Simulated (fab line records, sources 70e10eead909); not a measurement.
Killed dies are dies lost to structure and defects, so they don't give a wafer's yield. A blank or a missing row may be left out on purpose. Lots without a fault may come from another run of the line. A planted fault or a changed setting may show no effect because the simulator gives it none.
Which tool did it? | flow nand_harc | 14 lots, 42 wafers sampled, at 4 steps of a route of 1159

WHAT THE GAUGES READ, wafer by wafer
NHARC_P_START_INSPECT_01. Usual: raw_defect_count 3.7, standard deviation 2.
lot  | measured    | on                | raw_defect_count | flag
L779 | day 1 18:02 | defect_inspect-01 | 4 10 6           |
L780 | day 2 00:02 | defect_inspect-01 | 2 3 3            |
L781 | day 2 06:02 | defect_inspect-01 | 4 3 2            |
L782 | day 2 12:03 | defect_inspect-01 | 3 6 1            |
L784 | day 3 00:02 | defect_inspect-01 | 2 3 3            |
L785 | day 3 06:02 | defect_inspect-02 | 0 3 3            |
L786 | day 3 12:02 | defect_inspect-02 | 2 4 4            |
L787 | day 3 18:02 | defect_inspect-02 | 5 1 1            |
L794 | day 5 12:02 | defect_inspect-01 | 4 7 2            |
L795 | day 5 18:02 | defect_inspect-01 | 6 4 7            |
L797 | day 6 06:02 | defect_inspect-01 | 3 3 3            |
L798 | day 6 12:02 | defect_inspect-01 | 1 1 9            |
L799 | day 6 18:02 | defect_inspect-02 | 4 3 3            |
L801 | day 7 06:02 | defect_inspect-01 | 4 3 3            |

NHARC_P_ZERO_WELL_CD_MEAS_24: target cd 720 nm. Usual: cd_nm 719.9 nm, standard deviation 2.3.
lot  | measured    | on        | cd_nm (nm)        | flag
L779 | day 1 20:30 | cd_sem-03 | 721.3 721.7 721.3 |
L780 | day 2 02:35 | cd_sem-02 | 721.2 718.9 721.6 |
L781 | day 2 08:35 | cd_sem-02 | 721.6 722.9 720.9 |
L782 | day 2 14:28 | cd_sem-02 | 719.8 720.8 717.3 |
L784 | day 3 02:28 | cd_sem-01 | 722.4 718.6 721.3 |
L785 | day 3 08:35 | cd_sem-01 | - - -             | OFF
L786 | day 3 15:11 | cd_sem-01 | - - -             | OFF
L787 | day 3 20:33 | cd_sem-01 | 722.7 720.3 715.7 |
L794 | day 5 14:35 | cd_sem-01 | 717.6 716.2 717.7 |
L795 | day 5 20:37 | cd_sem-02 | 721.0 720.0 719.5 |
L797 | day 6 08:22 | cd_sem-01 | 719.7 716.5 716.2 |
L798 | day 6 14:28 | cd_sem-01 | 718.1 716.6 718.1 |
L799 | day 6 20:35 | cd_sem-03 | 721.3 718.9 721.5 |
L801 | day 7 08:31 | cd_sem-02 | 721.8 722.0 717.9 |

WHICH TOOL RAN EACH LOT (tool, then ch and the chambers of the sampled wafers, then the start)
lot  | NHARC_P_ZERO_WELL_ETCH_65         | NHARC_P_ZERO_WELL_PEB_22
L779 | rie_diel-01 ch 1,2,3, day 1 19:23 | litho_track-02 ch 0, day 1 20:25
L780 | rie_diel-10 ch 0,1,2, day 2 01:30 | litho_track-03 ch 0, day 2 02:29
L781 | rie_diel-01 ch 0,1,3, day 2 07:29 | litho_track-03 ch 0, day 2 08:29
L782 | rie_diel-13 ch 0,1, day 2 13:22   | litho_track-07 ch 0, day 2 14:22
L784 | rie_diel-13 ch 1,2,3, day 3 01:30 | litho_track-03 ch 0, day 3 02:22
L785 | rie_diel-13 ch 0,2,3, day 3 07:29 | litho_track-03, day 3 08:29
L786 | rie_diel-10 ch 0,1,3, day 3 14:05 | litho_track-03, day 3 15:06
L787 | rie_diel-13 ch 1,2, day 3 19:27   | litho_track-07 ch 0, day 3 20:28
L794 | rie_diel-01 ch 2,3, day 5 13:29   | litho_track-07 ch 0, day 5 14:30
L795 | rie_diel-13 ch 0,1,2, day 5 19:31 | litho_track-02 ch 0, day 5 20:32
L797 | rie_diel-13 ch 2,3, day 6 07:24   | litho_track-07 ch 0, day 6 08:17
L798 | rie_diel-13 ch 0,1,3, day 6 13:22 | litho_track-07 ch 0, day 6 14:23
L799 | rie_diel-10 ch 2,3, day 6 19:22   | litho_track-03 ch 0, day 6 20:29
L801 | rie_diel-01 ch 0,1,3, day 7 07:32 | litho_track-07 ch 0, day 7 08:25
- NHARC_P_ZERO_WELL_ETCH_65: etches the open film in N2/H2, target depth 80 nm, overetch 24 nm, time 87.88 s.
- NHARC_P_ZERO_WELL_PEB_22: peb time 85 s.

WHAT THE TOOLS THEMSELVES READ (means of the sampled wafers that have a number; where no wafer has one, the mark that the record gives instead)
NHARC_P_ZERO_WELL_ETCH_65. Usual: drypump_motor_current_A 5.6 A, standard deviation 0.46; oes_product_au 1.000 a.u., standard deviation 0.01; rf_vpp_V 430.9 V, standard deviation 2.7; showerhead_plenum_p_Torr 2.05 Torr, standard deviation 0.086; throttle_valve_pct 14.172 %, standard deviation 0.0089.
lot  | tool        | drypump_motor_current_A (A) | oes_product_au (a.u.) | rf_vpp_V (V) | showerhead_plenum_p_Torr (Torr) | throttle_valve_pct (%) | flag
L779 | rie_diel-01 | 5.6                         | 1.009                 | 431.3        | 2.08                            | 14.166                 |
L780 | rie_diel-10 | 5.7                         | 0.994                 | 432.1        | 2.09                            | 14.179                 |
L781 | rie_diel-01 | 5.7                         | 1.002                 | 432.4        | 2.09                            | 14.165                 |
L782 | rie_diel-13 | 5.7                         | 0.991                 | 432.4        | 2.11                            | 14.176                 |
L784 | rie_diel-13 | 5.4                         | 1.006                 | 432.0        | 2.09                            | 14.174                 |
L785 | rie_diel-13 | 5.4                         | 1.002                 | 431.0        | 2.04                            | 14.176                 |
L786 | rie_diel-10 | 5.7                         | 0.997                 | 429.6        | 2.01                            | 14.172                 |
L787 | rie_diel-13 | 5.8                         | 1.004                 | 430.8        | 2.06                            | 14.173                 |
L794 | rie_diel-01 | 5.8                         | 1.010                 | 429.2        | 1.99                            | 14.169                 |
L795 | rie_diel-13 | 5.8                         | 0.986                 | 431.7        | 2.06                            | 14.173                 |
L797 | rie_diel-13 | 5.4                         | 0.999                 | 430.4        | 2.04                            | 14.175                 |
L798 | rie_diel-13 | 5.4                         | 0.992                 | 431.0        | 2.08                            | 14.172                 |
L799 | rie_diel-10 | 5.9                         | 1.011                 | 428.8        | 1.98                            | 14.171                 |
L801 | rie_diel-01 | 5.8                         | 1.002                 | 432.9        | 2.09                            | 14.163                 |

NHARC_P_ZERO_WELL_PEB_22. Usual: chill_plate_temp_C 23.01 C, standard deviation 0.11; exhaust_pa 44.8 Pa, standard deviation 0.95; heater_power_total_W 163.96 W, standard deviation 0.26.
lot  | tool           | chill_plate_temp_C (C) | exhaust_pa (Pa) | heater_power_total_W (W) | flag
L779 | litho_track-02 | 23.12                  | 45.3            | 163.81                   |
L780 | litho_track-03 | 22.94                  | 44.7            | 163.89                   |
L781 | litho_track-03 | 22.96                  | 46.6            | 163.94                   |
L782 | litho_track-07 | 23.00                  | 43.3            | 164.27                   |
L784 | litho_track-03 | 23.02                  | 44.5            | 163.69                   |
L785 | litho_track-03 | -                      | -               | -                        | OFF
L786 | litho_track-03 | -                      | -               | -                        | OFF
L787 | litho_track-07 | 23.01                  | 44.7            | 163.92                   |
L794 | litho_track-07 | 23.08                  | 46.4            | 163.76                   |
L795 | litho_track-02 | 22.95                  | 44.3            | 163.90                   |
L797 | litho_track-07 | 22.93                  | 45.3            | 164.02                   |
L798 | litho_track-07 | 23.09                  | 43.0            | 163.92                   |
L799 | litho_track-03 | 22.90                  | 45.7            | 164.00                   |
L801 | litho_track-07 | 22.96                  | 44.5            | 164.00                   |

THE ANSWER, worked out from the rows above alone
Rule: a lot is off if the mean of its wafers that have a number lies more than 3 standard deviations from the usual mean. A lot without any number at a reading at which 4 lots or more have one is off too. The other lots that the step has rows for count as sound. The gauges are gone through in route order, then the tools' own readings, and for those a lot's mean is taken as printed above. The first step at which some lot is off is used, and at that step the reading that is off furthest; a lot without a number counts as furthest.
Off: L785, L786, at NHARC_P_ZERO_WELL_CD_MEAS_24 (cd_nm). Without a number there: L785, L786.
A tool fits if, at a process step before that reading, it ran every lot that is off, and no sound lot after the first of them. The gauges at NHARC_P_ZERO_WELL_CD_MEAS_24 aren't tried: what is off there is off at NHARC_P_ZERO_WELL_PEB_22 too, on other tools, and a gauge's error can't cause that. None of those tried fits.

WHAT THE SIMULATOR HAD PUT IN
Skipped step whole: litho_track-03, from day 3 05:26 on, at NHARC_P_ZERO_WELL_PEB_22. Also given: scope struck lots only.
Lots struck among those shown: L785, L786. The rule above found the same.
